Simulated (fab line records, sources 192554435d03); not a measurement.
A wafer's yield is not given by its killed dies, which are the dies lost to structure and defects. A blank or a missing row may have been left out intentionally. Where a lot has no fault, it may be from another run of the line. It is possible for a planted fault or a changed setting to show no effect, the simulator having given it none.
Chamber matching -- flow n5_finfet -- ald_metal-02 running N5_BEOL_M11_ALD_74: 4 sister chambers
The step deposits TaN, target thk 2 nm, pulse time 2 s, purge time 3 s. 8 wafers are shown with their chamber, then 7 later ones without.

WAFERS WITH THEIR CHAMBER
wafer,chamber,heater_power_w (W),mfc_carrier_sccm (sccm)
L083.2,2,434,1500
L085.1,3,464,1498
L085.3,0,378,1502
L087.2,0,401,1506
L087.4,1,387,1501
L087.5,2,437,1502
L092.2,1,390,1495
L092.5,3,460,1502

WAFERS WHOSE CHAMBER IS MISSING
wafer,heater_power_w (W),mfc_carrier_sccm (sccm)
L092.6,383,1491
L094.1,404,1497
L094.2,404,1491
L094.3,426,1500
L097.1,469,1500
L097.3,441,1511
L097.6,428,1506

THE CHAMBER EACH PASSED THROUGH
wafer,from the rows above,in truth
L092.6,can't be placed: 1 or 0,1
L094.1,can't be placed: 1 or 0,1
L094.2,can't be placed: 1 or 0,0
L094.3,2,2
L097.1,3,3
L097.3,can't be placed: 2 or 3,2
L097.6,2,2
Placed correctly: 3 of 7. From these rows, 4 cannot be placed; in 4 the true chamber is one of the candidates. Wrongly placed: 0.
How it was worked out, from the rows above alone: a wafer's distance from a chamber is the root of the sum, over the readings, of the square of ((its reading less the chamber's mean) divided by the reading's scatter). The wafer belongs to the nearest chamber; if the next one is less than 2 further off, it can't be placed. A chamber's mean is the mean of its shown wafers. The scatter: the root of (the sum of the squares of (reading less its chamber's mean) over the shown wafers, divided by (wafers less chambers)).
